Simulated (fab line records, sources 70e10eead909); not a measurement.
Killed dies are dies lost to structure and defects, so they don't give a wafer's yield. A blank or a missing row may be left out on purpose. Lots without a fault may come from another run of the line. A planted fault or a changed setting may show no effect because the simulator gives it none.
Which tool did it? | flow nand_harc | 12 lots, 36 wafers sampled, at 6 steps of a route of 1302

WHAT THE GAUGES READ, wafer by wafer
NHARC_P_ZERO_WELL_CD_MEAS_37: target cd 720 nm.
lot  | measured     | on        | cd_nm (nm)
L695 | day 2 00:07  | cd_sem-01 | 719.3 720.2 718.5
L697 | day 2 20:16  | cd_sem-02 | 718.9 719.7 718.8
L700 | day 4 02:14  | cd_sem-01 | 720.9 719.0 719.9
L701 | day 4 13:04  | cd_sem-03 | 718.7 718.8 718.5
L702 | day 4 22:34  | cd_sem-03 | 723.4 720.3 721.0
L703 | day 5 08:16  | cd_sem-03 | - - -
L709 | day 7 20:17  | cd_sem-02 | 722.3 721.9 722.0
L712 | day 9 02:16  | cd_sem-02 | 719.1 718.0 718.9
L715 | day 10 08:56 | cd_sem-01 | 718.5 718.8 718.7
L716 | day 10 18:26 | cd_sem-03 | 719.6 719.5 719.6
L717 | day 11 04:10 | cd_sem-01 | 717.7 717.6 717.8
L718 | day 11 14:13 | cd_sem-02 | 722.0 722.1 719.6

NHARC_P_STI_CD_MEAS_16.
lot  | measured     | on        | cd_nm (nm)
L695 | day 2 22:47  | cd_sem-02 | 199.3 200.1 198.5
L697 | day 3 17:13  | cd_sem-03 | 201.3 200.3 199.8
L700 | day 4 23:13  | cd_sem-03 | 198.5 196.8 199.2
L701 | day 5 10:04  | cd_sem-02 | 199.6 197.7 199.0
L702 | day 5 18:04  | cd_sem-01 | 199.2 201.1 198.5
L709 | day 8 17:17  | cd_sem-02 | 198.9 199.4 197.9
L712 | day 9 21:41  | cd_sem-01 | 197.1 197.2 201.9
L715 | day 11 08:32 | cd_sem-03 | 200.5 199.9 200.4
L716 | day 11 16:33 | cd_sem-03 | 201.5 201.9 200.6
L717 | day 12 01:08 | cd_sem-02 | 198.5 197.8 199.5
L718 | day 12 09:19 | cd_sem-03 | 201.2 202.7 201.8

NHARC_END_SORT_01.
lot  | measured     | on        | killed_at_array | killed_at_other | killed_at_periphery | killed_dies | killed_open | killed_short
L703 | day 27 17:13 | prober-01 | 61 54 47        | 1 0 1           | 615 623 629         | 677 677 677 | 5 1 4       | 5 3 1

WHICH TOOL RAN EACH LOT (tool, then ch and the chambers of the sampled wafers, then the start)
lot  | NHARC_P_ZERO_WELL_DESCUM_26        | NHARC_P_ZERO_WELL_EXPOSE_34       | NHARC_P_STI_CMP_21
L695 | rie_diel-07 ch 0,1,3, day 1 22:47  | krf_scanner-02 ch 0, day 1 23:58  | cmp-04 ch 0,1,3, day 3 13:43
L697 | rie_diel-04 ch 0,3, day 2 18:46    | krf_scanner-03 ch 0, day 2 20:07  | cmp-04 ch 0,1,3, day 4 10:59
L700 | rie_diel-04 ch 0,3, day 4 00:44    | krf_scanner-04 ch 0, day 4 02:05  | cmp-01 ch 0,1,2, day 5 18:58
L701 | rie_diel-07 ch 1,2, day 4 11:36    | krf_scanner-03 ch 0, day 4 12:55  | cmp-01 ch 1,2, day 6 04:13
L702 | rie_diel-04 ch 0,2, day 4 21:11    | krf_scanner-03 ch 0, day 4 22:25  | cmp-01 ch 0,1, day 6 11:39
L703 | rie_diel-12 ch 1,2, day 5 06:55    | krf_scanner-03 ch 0, day 5 08:07  | -
L709 | rie_diel-07 ch 0,1, day 7 18:49    | krf_scanner-02 ch 0, day 7 20:08  | cmp-01 ch 0,2,3, day 9 15:20
L712 | rie_diel-12 ch 1,2, day 9 00:47    | krf_scanner-04 ch 0, day 9 02:07  | cmp-04 ch 0,2,3, day 10 14:17
L715 | rie_diel-07 ch 0,2,3, day 10 07:37 | krf_scanner-04 ch 0, day 10 08:47 | cmp-03 ch 0,2, day 12 07:18
L716 | rie_diel-12 ch 1,2,3, day 10 16:56 | krf_scanner-03 ch 0, day 10 18:17 | cmp-03 ch 1,2,3, day 12 11:47
L717 | rie_diel-12 ch 0,3, day 11 02:40   | krf_scanner-02 ch 0, day 11 04:00 | cmp-03 ch 0,1,2, day 12 19:58
L718 | rie_diel-12 ch 0,1, day 11 12:45   | krf_scanner-03 ch 0, day 11 14:04 | cmp-04 ch 0,1, day 13 02:46
- NHARC_P_ZERO_WELL_DESCUM_26: chemistry O2, time 3 s.
- NHARC_P_ZERO_WELL_EXPOSE_34: exposes mask P PWELL, target cd 720 nm.
- NHARC_P_STI_CMP_21: polishes, t overpolish 20 s, target thk 380.67 nm.

WHAT THE TOOLS THEMSELVES READ (means of the sampled wafers that have a number; where no wafer has one, the mark that the record gives instead)
NHARC_P_ZERO_WELL_DESCUM_26.
lot  | tool        | drypump_motor_current_A (A) | oes_product_au (a.u.) | rf_vpp_V (V) | showerhead_plenum_p_Torr (Torr) | throttle_valve_pct (%)
L695 | rie_diel-07 | 5.6                         | 0.995                 | 58.2         | 1.88                            | 11.303
L697 | rie_diel-04 | 6.1                         | 0.998                 | 58.2         | 1.89                            | 11.309
L700 | rie_diel-04 | 6.1                         | 0.989                 | 58.0         | 1.89                            | 11.320
L701 | rie_diel-07 | 5.6                         | 0.995                 | 56.9         | 1.88                            | 11.312
L702 | rie_diel-04 | 5.6                         | 0.994                 | 57.4         | 1.85                            | 11.319
L703 | rie_diel-12 | 5.7                         | 0.987                 | 58.1         | 1.86                            | 11.309
L709 | rie_diel-07 | 5.6                         | 1.003                 | 57.5         | 1.85                            | 11.313
L712 | rie_diel-12 | 5.7                         | 0.993                 | 58.2         | 1.85                            | 11.314
L715 | rie_diel-07 | 5.5                         | 1.005                 | 57.2         | 1.85                            | 11.315
L716 | rie_diel-12 | 5.7                         | 0.993                 | 57.5         | 1.86                            | 11.301
L717 | rie_diel-12 | 6.3                         | 1.008                 | 58.3         | 1.84                            | 11.320
L718 | rie_diel-12 | 5.7                         | 1.004                 | 56.7         | 1.87                            | 11.310

NHARC_P_ZERO_WELL_EXPOSE_34.
lot  | tool           | focus_offset_nm (nm)
L695 | krf_scanner-02 | -0.2
L697 | krf_scanner-03 | 0.6
L700 | krf_scanner-04 | -0.4
L701 | krf_scanner-03 | -0.1
L702 | krf_scanner-03 | 0.4
L703 | krf_scanner-03 | 0.0
L709 | krf_scanner-02 | 0.2
L712 | krf_scanner-04 | -0.1
L715 | krf_scanner-04 | -0.3
L716 | krf_scanner-03 | 0.2
L717 | krf_scanner-02 | -0.2
L718 | krf_scanner-03 | 0.1

NHARC_P_STI_CMP_21.
lot  | tool   | motor_current_A (A) | overpolish_run_s (s)
L695 | cmp-04 | 12.5                | 20.008
L697 | cmp-04 | 12.5                | 19.992
L700 | cmp-01 | 12.6                | 20.010
L701 | cmp-01 | 12.2                | 20.005
L702 | cmp-01 | 12.3                | 19.998
L709 | cmp-01 | 12.3                | 19.989
L712 | cmp-04 | 12.3                | 20.004
L715 | cmp-03 | 12.9                | 20.005
L716 | cmp-03 | 12.7                | 20.003
L717 | cmp-03 | 13.3                | 20.002
L718 | cmp-04 | 12.3                | 20.009

THE ANSWER, worked out from the rows above alone
Rule: what is usual is taken from the lots themselves. Put in order of their means at a reading, lots are off if they are a third of the lots or fewer, leave a main group of 4 or more, and stand apart from it by a gap of 3 or more times the standard deviation of the main group's means; of several such gaps the widest counts. A main group whose means are all the same, to the digits that the tables above print for the reading, isn't used. A lot without any number at a reading at which 4 lots or more have one is off too. The other lots that the step has rows for count as sound. The gauges are gone through in route order, then the tools' own readings, and for those a lot's mean is taken as printed above. The first step at which some lot is off is used, and at that step the reading that is off furthest; a lot without a number counts as furthest.
Off: L703, at NHARC_P_ZERO_WELL_CD_MEAS_37 (cd_nm). Without a number there: L703. The main group: mean 719.7 nm, standard deviation 1.3.
A tool fits if, at a process step before that reading, it ran every lot that is off, and no sound lot after the first of them. The gauges at NHARC_P_ZERO_WELL_CD_MEAS_37 are tried like those tools. None of those tried fits.

WHAT THE SIMULATOR HAD PUT IN
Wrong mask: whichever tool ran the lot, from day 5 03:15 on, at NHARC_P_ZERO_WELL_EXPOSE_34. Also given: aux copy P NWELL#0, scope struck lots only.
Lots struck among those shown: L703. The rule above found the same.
